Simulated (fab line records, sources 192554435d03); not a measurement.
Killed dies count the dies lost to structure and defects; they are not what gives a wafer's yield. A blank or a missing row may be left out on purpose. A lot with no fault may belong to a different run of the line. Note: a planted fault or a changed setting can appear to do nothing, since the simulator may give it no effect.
Chamber matching / flow n5-finfet / 4 sister chambers for N5_BEOL_M10_ALD_74 on ald-metal-02
The step deposits TaN, target thk 2 nm, pulse time 2 s, purge time 3 s. 14 wafers are shown with their chamber, then 7 later ones without.

## EACH WAFER AND ITS CHAMBER
wafer=L526.2; chamber=0; heater-power-w (W)=398; susceptor-temp-C (C)=274.90
wafer=L526.5; chamber=0; heater-power-w (W)=388; susceptor-temp-C (C)=275.17
wafer=L526.6; chamber=1; heater-power-w (W)=413; susceptor-temp-C (C)=275.35
wafer=L527.1; chamber=0; heater-power-w (W)=389; susceptor-temp-C (C)=274.95
wafer=L527.4; chamber=2; heater-power-w (W)=413; susceptor-temp-C (C)=274.91
wafer=L527.6; chamber=1; heater-power-w (W)=410; susceptor-temp-C (C)=274.95
wafer=L531.3; chamber=1; heater-power-w (W)=420; susceptor-temp-C (C)=275.05
wafer=L531.4; chamber=0; heater-power-w (W)=396; susceptor-temp-C (C)=275.24
wafer=L531.5; chamber=2; heater-power-w (W)=405; susceptor-temp-C (C)=274.92
wafer=L540.1; chamber=1; heater-power-w (W)=424; susceptor-temp-C (C)=274.82
wafer=L540.4; chamber=0; heater-power-w (W)=388; susceptor-temp-C (C)=274.97
wafer=L540.5; chamber=1; heater-power-w (W)=425; susceptor-temp-C (C)=275.17
wafer=L543.2; chamber=2; heater-power-w (W)=407; susceptor-temp-C (C)=274.97
wafer=L543.3; chamber=3; heater-power-w (W)=397; susceptor-temp-C (C)=275.11

SIGNATURES, as means of the wafers listed above
reading=heater-power-w; chamber 0=391.80; chamber 1=418.40; chamber 2=408.33; chamber 3=397.00; scatter within a chamber=5.52
reading=susceptor-temp-C; chamber 0=275.0460; chamber 1=275.0680; chamber 2=274.9333; chamber 3=275.1100; scatter within a chamber=0.16
Rule: for each reading, subtract the chamber's mean from the wafer's reading, divide by that reading's scatter and square the result; add these up over the readings and take the root, which gives the wafer's distance from the chamber. The wafer belongs to the nearest chamber; if the next one is less than 2 further off, it can't be placed. The scatter is the square root of a quotient: the sum, over the shown wafers, of each reading's squared deviation from its chamber's mean, divided by wafers minus chambers.

## WAFERS MISSING THEIR CHAMBER
wafer=L543.4; heater-power-w (W)=393; susceptor-temp-C (C)=275.42
wafer=L545.2; heater-power-w (W)=393; susceptor-temp-C (C)=275.01
wafer=L545.3; heater-power-w (W)=418; susceptor-temp-C (C)=274.79
wafer=L545.5; heater-power-w (W)=417; susceptor-temp-C (C)=275.20
wafer=L547.1; heater-power-w (W)=405; susceptor-temp-C (C)=275.12
wafer=L547.3; heater-power-w (W)=390; susceptor-temp-C (C)=275.19
wafer=L547.5; heater-power-w (W)=384; susceptor-temp-C (C)=274.96

## WHICH CHAMBER EACH ONE RAN IN
wafer=L543.4; from the rows above=can't be placed: 3 or 0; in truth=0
wafer=L545.2; from the rows above=can't be placed: 0 or 3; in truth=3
wafer=L545.3; from the rows above=can't be placed: 1 or 2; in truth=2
wafer=L545.5; from the rows above=can't be placed: 1 or 2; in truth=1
wafer=L547.1; from the rows above=can't be placed: 2 or 3 or 0 or 1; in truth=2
wafer=L547.3; from the rows above=can't be placed: 0 or 3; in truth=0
wafer=L547.5; from the rows above=can't be placed: 0 or 3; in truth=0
Placed correctly: 0 of 7. Cannot be placed on the basis of these rows: 7; the candidates contain the true chamber in 7. Number placed wrongly: 0.
